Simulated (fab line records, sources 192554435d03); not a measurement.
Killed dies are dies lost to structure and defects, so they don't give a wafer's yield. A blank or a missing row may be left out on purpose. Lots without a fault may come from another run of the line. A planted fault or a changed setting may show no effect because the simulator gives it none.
fab line records | flow n5_finfet
record lots=4 wafers=12 last_day=15
route steps=1938 shown BEOL_M4@1099 BEOL_M5@1112 BEOL_M8@1395 PASSIVATION@1936
lots that met no fault: from a run of the same line without faults
start_h: hours from the record's first day to the start of the lot's first wafer shown | wait_h: hours since the lot's step before | " the same as in the row above | L1.1+2: a row that stands for several wafers | - no value, or no start given | * or withheld: withheld | < > ~ a bound
route shown NAME@n: a module of which the file shows steps, and the number in the route of the first | usual: mean/standard deviation of fault-free wafers | same: alike in all rows | chamber/n: place in a boat | sites: the reading at each site | _std_site: their standard deviation | _edge_site: outer sites' mean less inner sites' | radius_mm: how far each site lies from the wafer's centre | mask NAME#n: copy n | behind: the tool/chamber that last shaped the wafer | hold: why the lot was held/for how many hours/how that ended | device: the transistor (n, p or np) that didn't switch | end of line: the same wafers' tests at the end of the route | a step without rows: its recipe alone | killed: dies lost to structure and defects at the first sort, not the wafer's yield | map: a wafer's dies, x killed, . not, _ none there
set.NAME: the setting as run; set.NAME@STEP: as run at that earlier step | model.NAME: the simulator's own value behind a step, which no gauge read
lots at some steps of the route; a table a step, a row a wafer
services: from which hour (start_h, from the record's first day; less than 0 if before it) a tool's chamber was out of use, for how many hours, and why
## steps
# step N5_BEOL_M4_ANNEAL_95
# recipe temp_c=400 time_s=240 ambient=vacuum
# step N5_BEOL_M4_SPUTTER_96
# recipe material=Cu target_thk_a=45 temp_c=-20 chamber_pressure_pa=0.07 power_w=withheld time_s=8.29
# step N5_BEOL_M4_ECD_50
# recipe material=Cu target_thk_a=3000
# step N5_BEOL_M4_ANNEAL_51
# recipe temp_c=225 time_s=90 ambient=N2
# step N5_BEOL_M4_CMP_52
# recipe stop_on=SiOC t_overpolish_s=6.8 down_force_psi=1 platen_rpm=50 clearing_platen_down_force_psi=1.5 clearing_platen_rpm=50 post_cmp_clean=cu_alkaline target_thk_nm=40 clearing_platen_pad_velocity_m_s=0.99484 pad_velocity_m_s=0.99484
# step N5_BEOL_M4_PRE_CLEAN_60
# recipe gas=NH3/H2 time_s=15 temp_c=* rf_power_w=300
# step N5_BEOL_M4_CO_CAP_55
# recipe material=Co target_thk_a=20 temp_c=200 precursor=CCTBA/H2 pressure_torr=30 time_s=102.1
# step N5_BEOL_M4_PRE_CLEAN_56
# recipe gas=NH3 time_s=15 temp_c=withheld rf_power_w=300
# step N5_BEOL_M4_DEP_57
# recipe material=SiCN target_thk_a=80 temp_c=withheld precursor=3MS/NH3 pressure_torr=3 rf_w=202 time_s=14
# step N5_BEOL_M4_RC_MEAS_101
# usual DIBL_N=36.3/1.6 DIBL_P=36.2/2 IOFF_N=0.160/0.028 IOFF_P=0.21/0.036 ION_N=677/11 ION_P=465/6.9 SS_N=71.5/0.55 SS_P=73.3/0.64 VT_N=250/3 VT_P=-250/3.5
# columns lot.wafer tool chamber start_h wait_h DIBL_N[mV/V] DIBL_P[mV/V] IOFF_N[nA/um] IOFF_P[nA/um] ION_N[uA/um] ION_P[uA/um] SS_N[mV/dec] SS_P[mV/dec] VT_N[mV] VT_P[mV]
L773.1 prober-02 0 167.88 0.0 36.6 36.0 0.170 0.22 677 464 70.9 73.3 248 -249
L773.4 " 0 " " 36.0 35.8 0.142 0.21 667 457 70.6 72.8 253 -248
L773.5 " 0 " " 36.2 35.2 0.155 0.21 677 467 71.0 72.9 251 -244
L783.2 prober-01 0 235.28 0.2 37.1 37.6 0.179 0.24 692 471 72.2 74.4 246 -248
L783.4 " 0 " " 37.8 39.0 0.207 0.24 686 466 71.9 74.5 246 -249
L783.5 " 0 " " 37.2 38.7 0.189 0.24 689 470 71.4 74.8 248 -251
L784.1 prober-02 0 240.26 0.0 35.6 33.1 0.130 0.17 673 462 71.7 73.1 254 -255
L784.3 " 0 " " 36.5 33.7 0.143 0.18 667 455 72.3 73.3 252 -254
L784.5 " 0 " " 37.0 34.1 0.132 0.18 665 459 72.1 73.2 255 -254
L785.2 prober-01 0 242.34 0.2 34.7 34.8 0.135 0.16 667 459 71.7 73.1 251 -256
L785.4 " 0 " " 34.2 33.1 0.116 0.15 658 450 72.3 72.8 258 -256
L785.5 " 0 " " 35.6 36.1 0.153 0.19 675 463 72.1 74.4 249 -255
# step N5_BEOL_M5_ILD_DEP_00
# recipe material=SiCOH_lowk target_thk_a=1406.4 temp_c=300 precursor=DEMS/porogen pressure_torr=5 rf_w=500 time_s=25.9
# step N5_BEOL_M5_CURE_79
# recipe temp_c=385 time_s=240 ambient=He/Ar material=SiCOH_lowk
# step N5_BEOL_M5_PECVD_70
# recipe material=SiO2 target_thk_a=160 temp_c=400 precursor=TEOS/O2 pressure_torr=5.5 rf_w=450 teos_flow_sccm=53.8 gas=O2 flow_sccm=3000 time_s=18
# step N5_BEOL_M5_HM_DEP_02
# recipe material=TiN target_thk_a=200 temp_c=25 chamber_pressure_pa=0.49996
# step N5_BEOL_M5_COAT_59
# recipe resist=SOC temp_c=250 time_s=60 spin_rpm=1500 resist_thk_nm=60
# step N5_BEOL_M5_COAT_60
# recipe resist=SiARC temp_c=220 time_s=60 spin_rpm=1500 resist_thk_nm=12
# step N5_BEOL_M5_COAT_71
# recipe resist=underlayer temp_c=205 time_s=60 spin_rpm=1500 resist_thk_nm=5
# step N5_BEOL_M5_COAT_05
# recipe resist=CAR-EUV spin_rpm=1500 resist_thk_nm=30
# step N5_BEOL_M5_EBR_07
# recipe solvent=PGMEA ebr_width_mm=1.5
# step N5_BEOL_M5_SOFTBAKE_06
# recipe temp_c=110 time_s=60 resist=CAR-EUV
# step N5_BEOL_M5_EXPOSE_08
# recipe mask_id=M5 na=0.33 source_shape=annular sigma_inner=0.4 sigma_outer=0.8 polarization=unpolarized target_cd_nm=28 dose_mj=35.75
# step N5_BEOL_M5_PEB_09
# recipe peb_temp_c=100 peb_time_s=60 resist=CAR-EUV
# step N5_BEOL_M5_DEVELOP_10
# recipe develop_time_s=30 developer=TMAH resist=CAR-EUV rinse_liquid=surfactant_rinse dry=air_spin dev_temp_c=23
# step N5_BEOL_M5_DESCUM_16
# recipe chemistry=O2 time_s=7 source_power_w=50 bias_power_w=20 pressure_mtorr=20 rf_frequency_hz=2.712e+07 temp_c=40 resist=CAR-EUV o2_flow_sccm=225
# step N5_BEOL_M5_ETCH_72
# recipe chemistry=N2/H2 target=underlayer target_depth_a=65 mask_material=CAR-EUV time_s=5.2 ion_energy_ev=200 pressure_mtorr=30 source_w=840 bias_w=150 n2_flow_sccm=200 h2_flow_sccm=200 ends=cleared
# step N5_BEOL_M5_ETCH_61
# recipe chemistry=CF4 target=SiARC target_depth_a=156 mask_material=CAR-EUV time_s=26 ion_energy_ev=80 pressure_mtorr=40 source_w=545 bias_w=36 Ar_flow_sccm=100 cf4_flow_sccm=100 ends=cleared
# step N5_BEOL_M5_ETCH_62
# recipe chemistry=N2/H2 target=SOC target_depth_a=750 overetch_a=150 mask_material=SiARC temp_c=40 time_s=112.5 ion_energy_ev=200 pressure_mtorr=30 source_w=840 bias_w=150 n2_flow_sccm=200 h2_flow_sccm=200
# step N5_BEOL_M5_STRIP_63
# recipe chemistry=N2/H2 temp_c=40 n2_flow_sccm=200 h2_flow_sccm=200 rf_frequency_hz=6e+07
# step N5_BEOL_M5_STRIP_73
# recipe chemistry=N2/H2 temp_c=40 n2_flow_sccm=200 h2_flow_sccm=200 rf_frequency_hz=6e+07
# step N5_BEOL_M5_STRIP_64
# recipe chemistry=CF4 resist=SiARC power_w=300 bias_power_w=75 pressure_mtorr=50 cf4_flow_sccm=150 rf_frequency_hz=6e+07
# step N5_BEOL_M5_HM_OPEN_17
# recipe chemistry=Cl2/BCl3 target_depth_a=200 overetch_a=60 target=TiN mask_material=SOC ion_energy_ev=150 pressure_mtorr=10 icp_w=1000 bias_w=126 Cl2_flow_sccm=53.25 bcl3_flow_sccm=21.75 Ar_flow_sccm=25
# step N5_BEOL_M5_STRIP_19
# recipe chemistry=O2 power_w=400 temp_c=40 pressure_mtorr=30 rf_frequency_hz=6e+07 bias_power_w=0 overash_fraction=0.2 o2_flow_sccm=225
# step N5_BEOL_M5_COAT_65
# recipe resist=SOC temp_c=250 time_s=60 spin_rpm=1500 resist_thk_nm=60
# step N5_BEOL_M5_COAT_66
# recipe resist=SiARC temp_c=220 time_s=60 spin_rpm=1500 resist_thk_nm=12
# step N5_BEOL_M8_CMP_52
# recipe stop_on=SiCOH_lowk t_overpolish_s=6.9 down_force_psi=1 platen_rpm=50 clearing_platen_down_force_psi=1.5 clearing_platen_rpm=50 post_cmp_clean=cu_alkaline target_thk_nm=80 clearing_platen_pad_velocity_m_s=0.99484 pad_velocity_m_s=0.99484
# usual barrier_field_endpoint_s=29.3/0.75 head_pressure_psi=0.9997/0.0023 motor_current_A=6.4/0.82 overpolish_run_s=6.900/0.009 pad_life_wafers=1151/590 time_to_endpoint_s=64/3.5
# columns lot.wafer tool chamber start_h wait_h barrier_field_endpoint_s head_pressure_psi motor_current_A overpolish_run_s pad_life_wafers time_to_endpoint_s
L773.4 cmp-02 0 205.92 0.2 29.4 1.0034 5.4 6.897 2017 67
L773.1 " 2 " " 28.9 0.9971 6.5 6.901 2019 66
L773.5 " 0 " " 29.1 1.0024 5.2 6.897 - 66
L783.4 cmp-02 3 273.47 0.1 29.4 0.9984 5.6 6.900 444 66
L783.2 " 2 " " 28.6 0.9987 6.0 6.888 447 60
L783.5 " 3 " " 46.9 0.9977 5.4 0.049 - 82
L784.1 cmp-02 3 273.83 0.3 46.9 0.9997 5.5 0.043 450 81
L784.3 " 2 " " 29.4 1.0005 6.4 6.894 453 68
L784.5 " 3 " " 46.9 0.9987 5.9 0.045 - 81
L785.4 cmp-04 3 277.30 0.1 30.0 1.0031 7.6 6.894 1812 64
L785.2 " 0 " " 31.1 1.0001 6.6 6.897 1813 70
L785.5 " 0 " " 31.3 1.0014 7.2 6.903 - 68
# step N5_BEOL_M8_THK_MEAS_53
# recipe thk_meas_gauge=xrf reads=Cu_of_BEOL_M8_ECD_50
# usual M8_THK=84.7/2.5
# columns lot.wafer tool chamber start_h wait_h M8_THK[nm]
L773.1 film_metro-02 - 206.18 - 81.6
L773.4 " - " " 84.5
L773.5 " - " " 83.8
L783.2 film_metro-01 - 273.77 - 83.3
L783.4 " - " " 84.1
L783.5 " - " " 202.0
L784.1 film_metro-01 - 274.13 - 196.0
L784.3 " - " " 88.3
L784.5 " - " " 198.7
L785.2 film_metro-02 - 277.59 - 89.2
L785.4 " - " " 83.8
L785.5 " - " " 89.6
# step N5_BEOL_M8_INSPECT_58
# recipe inspect_instrument=darkfield mode=post_dep
# usual raw_defect_count=72/24
# columns lot.wafer tool chamber start_h wait_h raw_defect_count
L773.1 defect_inspect-01 - 206.37 0.0 73
L773.4 " - " " 81
L773.5 " - " " 48
L783.2 defect_inspect-02 - 273.93 0.0 74
L783.4 " - " " 46
L783.5 " - " " 1119
L784.1 defect_inspect-01 - 274.29 0.0 1049
L784.3 " - " " 50
L784.5 " - " " 1078
L785.2 defect_inspect-02 - 277.78 0.0 69
L785.4 " - " " 72
L785.5 " - " " 65
# step N5_PASSIVATION_PROBE_49
# usual defect_limited_yield=91.2/1.5 killed_at_M0_to_M3=36/10 killed_at_M4_up=13/6 killed_at_contacts=11/5.2 killed_at_front_end=40/11 killed_at_other=3.1/2.9 killed_dies=104/17 killed_on_rim=14/3.6 killed_open=66/12 killed_short=34/7.7 sort_bin_5_function=5.1/0.91 sort_bin_6_memory=3.2/0.67 sort_n_pass=1076/17 sort_yield_pct=91.2/1.5
# same gross_dies=1180 killed_at_back_side=0 sort_bin_4_leakage[%]=0 sort_bin_8_speed[%]=0
# columns lot.wafer tool chamber start_h wait_h defect_limited_yield[%] killed_at_M0_to_M3 killed_at_M4_up killed_at_contacts killed_at_front_end killed_at_other killed_dies killed_on_rim killed_open killed_short sort_bin_5_function[%] sort_bin_6_memory[%] sort_n_pass sort_yield_pct[%]
L783.5 prober-02 - 344.71 0.2 0 29 1082 21 42 6 1180 152 72 33 5.4 3.3 0 0
L784.1 prober-02 - 349.31 0.0 0 39 1096 8 36 1 1180 152 57 37 4.6 3.2 0 0
L784.3 prober-02 - 349.41 0.1 91.2 44 11 2 47 0 104 18 71 30 5.8 2.7 1076 91.2
L784.5 prober-02 - 349.51 0.2 0 46 1083 12 36 3 1180 152 62 44 5.3 3.5 0 0
L785.2 prober-02 - 352.96 0.7 93.0 37 6 6 32 2 83 14 44 34 3.4 3.2 1097 93.0
L785.5 prober-02 - 353.11 0.9 92.0 32 10 17 33 2 94 9 67 25 4.7 2.8 1086 92.0
# killed by level:class
L783.5 BEOL_M8:area_cmp=1072 MOL_CONTACT_COAG:geometric_particle:open=19 BEOL_M1:geometric_particle:open=8 FIN_SAQP:geometric_particle:short=7 DUMMY_GATE:geometric_particle:open=6 GATE_CUT:geometric_particle:short=6 GATE_CUT:geometric_particle:open=5 BEOL_M0_SAQP:geometric_particle:open=5
L784.1 BEOL_M8:area_cmp=1086 FIN_SAQP:geometric_particle:open=13 BEOL_M0_SAQP:geometric_particle:short=11 FIN_SAQP:geometric_particle:short=10 BEOL_M3:geometric_particle:open=10 STI_FIN_REVEAL:geometric_particle:open=6 BEOL_M0_SAQP:geometric_particle:open=5 MOL_CONTACT_COAG:geometric_particle:open=5
L784.3 FIN_SAQP:geometric_particle:open=11 BEOL_M3:geometric_particle:open=10 BEOL_M2:geometric_particle:open=10 FIN_SAQP:geometric_particle:short=9 STI_FIN_REVEAL:geometric_particle:open=7 BEOL_M0_SAQP:geometric_particle:short=6 BEOL_M0_SAQP:geometric_particle:open=6 DUMMY_GATE:geometric_particle:open=5
L784.5 BEOL_M8:area_cmp=1074 BEOL_M0_SAQP:geometric_particle:short=20 BEOL_M0_SAQP:geometric_particle:open=10 MOL_CONTACT_COAG:geometric_particle:open=9 FIN_SAQP:geometric_particle:short=8 FIN_SAQP:geometric_particle:open=6 STI_FIN_REVEAL:geometric_particle:open=6 BEOL_M1:geometric_particle:open=6
L785.2 BEOL_M3:geometric_particle:open=9 FIN_SAQP:geometric_particle:short=7 BEOL_M0_SAQP:geometric_particle:open=7 BEOL_M0_SAQP:geometric_particle:short=7 MOL_CONTACT_COAG:geometric_particle:open=6 DUMMY_GATE:geometric_particle:open=4 GATE_CUT:geometric_particle:open=4 GATE_CUT:geometric_particle:short=3
L785.5 MOL_CONTACT_COAG:geometric_particle:open=16 BEOL_M3:geometric_particle:open=8 BEOL_M0_SAQP:geometric_particle:short=7 FIN_SAQP:geometric_particle:open=6 BEOL_M0_SAQP:geometric_particle:open=6 BEOL_M4:geometric_particle:open=6 FIN_SAQP:geometric_particle:short=5 DUMMY_GATE:geometric_particle:open=5
# map L783.5 (x killed, . not)
_________________xxxxxxxxxxxx________________
______________xxxxxxxxxxxxxxxxxx_____________
___________xxxxxxxxxxxxxxxxxxxxxxxx__________
__________xxxxxxxxxxxxxxxxxxxxxxxxxx_________
________xxxxxxxxxxxxxxxxxxxxxxxxxxxxxx_______
_______xxxxxxxxxxxxxxxxxxxxxxxxxxxxxxxx______
______xxxxxxxxxxxxxxxxxxxxxxxxxxxxxxxxxx_____
_____xxxxxxxxxxxxxxxxxxxxxxxxxxxxxxxxxxxx____
____xxxxxxxxxxxxxxxxxxxxxxxxxxxxxxxxxxxxxx___
___xxxxxxxxxxxxxxxxxxxxxxxxxxxxxxxxxxxxxxxx__
___xxxxxxxxxxxxxxxxxxxxxxxxxxxxxxxxxxxxxxxx__
__xxxxxxxxxxxxxxxxxxxxxxxxxxxxxxxxxxxxxxxxxx_
__xxxxxxxxxxxxxxxxxxxxxxxxxxxxxxxxxxxxxxxxxx_
_xxxxxxxxxxxxxxxxxxxxxxxxxxxxxxxxxxxxxxxxxxxx
_xxxxxxxxxxxxxxxxxxxxxxxxxxxxxxxxxxxxxxxxxxxx
_xxxxxxxxxxxxxxxxxxxxxxxxxxxxxxxxxxxxxxxxxxxx
_xxxxxxxxxxxxxxxxxxxxxxxxxxxxxxxxxxxxxxxxxxxx
_xxxxxxxxxxxxxxxxxxxxxxxxxxxxxxxxxxxxxxxxxxxx
_xxxxxxxxxxxxxxxxxxxxxxxxxxxxxxxxxxxxxxxxxxxx
_xxxxxxxxxxxxxxxxxxxxxxxxxxxxxxxxxxxxxxxxxxxx
_xxxxxxxxxxxxxxxxxxxxxxxxxxxxxxxxxxxxxxxxxxxx
__xxxxxxxxxxxxxxxxxxxxxxxxxxxxxxxxxxxxxxxxxx_
__xxxxxxxxxxxxxxxxxxxxxxxxxxxxxxxxxxxxxxxxxx_
___xxxxxxxxxxxxxxxxxxxxxxxxxxxxxxxxxxxxxxxx__
___xxxxxxxxxxxxxxxxxxxxxxxxxxxxxxxxxxxxxxxx__
____xxxxxxxxxxxxxxxxxxxxxxxxxxxxxxxxxxxxxx___
_____xxxxxxxxxxxxxxxxxxxxxxxxxxxxxxxxxxxx____
______xxxxxxxxxxxxxxxxxxxxxxxxxxxxxxxxxx_____
_______xxxxxxxxxxxxxxxxxxxxxxxxxxxxxxxx______
________xxxxxxxxxxxxxxxxxxxxxxxxxxxxxx_______
__________xxxxxxxxxxxxxxxxxxxxxxxxxx_________
___________xxxxxxxxxxxxxxxxxxxxxxxx__________
______________xxxxxxxxxxxxxxxxxx_____________
_________________xxxxxxxxxxxx________________
# map L784.1 (x killed, . not)
_________________xxxxxxxxxxxx________________
______________xxxxxxxxxxxxxxxxxx_____________
___________xxxxxxxxxxxxxxxxxxxxxxxx__________
__________xxxxxxxxxxxxxxxxxxxxxxxxxx_________
________xxxxxxxxxxxxxxxxxxxxxxxxxxxxxx_______
_______xxxxxxxxxxxxxxxxxxxxxxxxxxxxxxxx______
______xxxxxxxxxxxxxxxxxxxxxxxxxxxxxxxxxx_____
_____xxxxxxxxxxxxxxxxxxxxxxxxxxxxxxxxxxxx____
____xxxxxxxxxxxxxxxxxxxxxxxxxxxxxxxxxxxxxx___
___xxxxxxxxxxxxxxxxxxxxxxxxxxxxxxxxxxxxxxxx__
___xxxxxxxxxxxxxxxxxxxxxxxxxxxxxxxxxxxxxxxx__
__xxxxxxxxxxxxxxxxxxxxxxxxxxxxxxxxxxxxxxxxxx_
__xxxxxxxxxxxxxxxxxxxxxxxxxxxxxxxxxxxxxxxxxx_
_xxxxxxxxxxxxxxxxxxxxxxxxxxxxxxxxxxxxxxxxxxxx
_xxxxxxxxxxxxxxxxxxxxxxxxxxxxxxxxxxxxxxxxxxxx
_xxxxxxxxxxxxxxxxxxxxxxxxxxxxxxxxxxxxxxxxxxxx
_xxxxxxxxxxxxxxxxxxxxxxxxxxxxxxxxxxxxxxxxxxxx
_xxxxxxxxxxxxxxxxxxxxxxxxxxxxxxxxxxxxxxxxxxxx
_xxxxxxxxxxxxxxxxxxxxxxxxxxxxxxxxxxxxxxxxxxxx
_xxxxxxxxxxxxxxxxxxxxxxxxxxxxxxxxxxxxxxxxxxxx
_xxxxxxxxxxxxxxxxxxxxxxxxxxxxxxxxxxxxxxxxxxxx
__xxxxxxxxxxxxxxxxxxxxxxxxxxxxxxxxxxxxxxxxxx_
__xxxxxxxxxxxxxxxxxxxxxxxxxxxxxxxxxxxxxxxxxx_
___xxxxxxxxxxxxxxxxxxxxxxxxxxxxxxxxxxxxxxxx__
___xxxxxxxxxxxxxxxxxxxxxxxxxxxxxxxxxxxxxxxx__
____xxxxxxxxxxxxxxxxxxxxxxxxxxxxxxxxxxxxxx___
_____xxxxxxxxxxxxxxxxxxxxxxxxxxxxxxxxxxxx____
______xxxxxxxxxxxxxxxxxxxxxxxxxxxxxxxxxx_____
_______xxxxxxxxxxxxxxxxxxxxxxxxxxxxxxxx______
________xxxxxxxxxxxxxxxxxxxxxxxxxxxxxx_______
__________xxxxxxxxxxxxxxxxxxxxxxxxxx_________
___________xxxxxxxxxxxxxxxxxxxxxxxx__________
______________xxxxxxxxxxxxxxxxxx_____________
_________________xxxxxxxxxxxx________________
## services
# columns tool chamber start_h hours kind
cmp-02 - 182.60 0.2 repair
cmp-02 - 200.56 2.4 repair
cmp-02 - 215.42 4.0 pm
cmp-02 - 219.42 - consumable_replace:conditioner
cmp-02 - 219.42 - consumable_replace:pad
cmp-02 - 244.01 1.5 repair
## key
first_sign step=N5_BEOL_M8_CMP_52 reading=overpolish_run_s direction=down sigmas=99+ usual=6.900 struck=0.046
effect step=N5_BEOL_M8_CMP_52 reading=barrier_field_endpoint_s direction=up sigmas=23 usual=29.3 struck=46.9
effect step=N5_BEOL_M8_THK_MEAS_53 reading=M8_THK direction=up sigmas=46 usual=84.7 struck=198.9
effect step=N5_BEOL_M8_INSPECT_58 reading=raw_defect_count direction=up sigmas=41 usual=72 struck=1082
effect step=N5_PASSIVATION_PROBE_49 reading=killed_at_M4_up direction=up sigmas=99+ usual=13 struck=1087
more_kills_born_at N5_BEOL_M8_CMP_52@cmp-02=3232
met_at N5_BEOL_M8_CMP_52
struck_wafers L783.5,L784.1,L784.5
later_rows_left_out L783.5,L784.1,L784.5
onset_between 205.92 273.47
fault kind=process_parameter_drift tool=cmp-02 chamber=- onset_h=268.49 steps=N5_BEOL_M8_CMP_52 channel=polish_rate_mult offset=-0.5 shape=step end_h=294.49 scope=struck_wafers_only
# later_rows_left_out: the simulator's readings of these wafers behind a module that went badly wrong aren't trusted and aren't shown, but for the sort
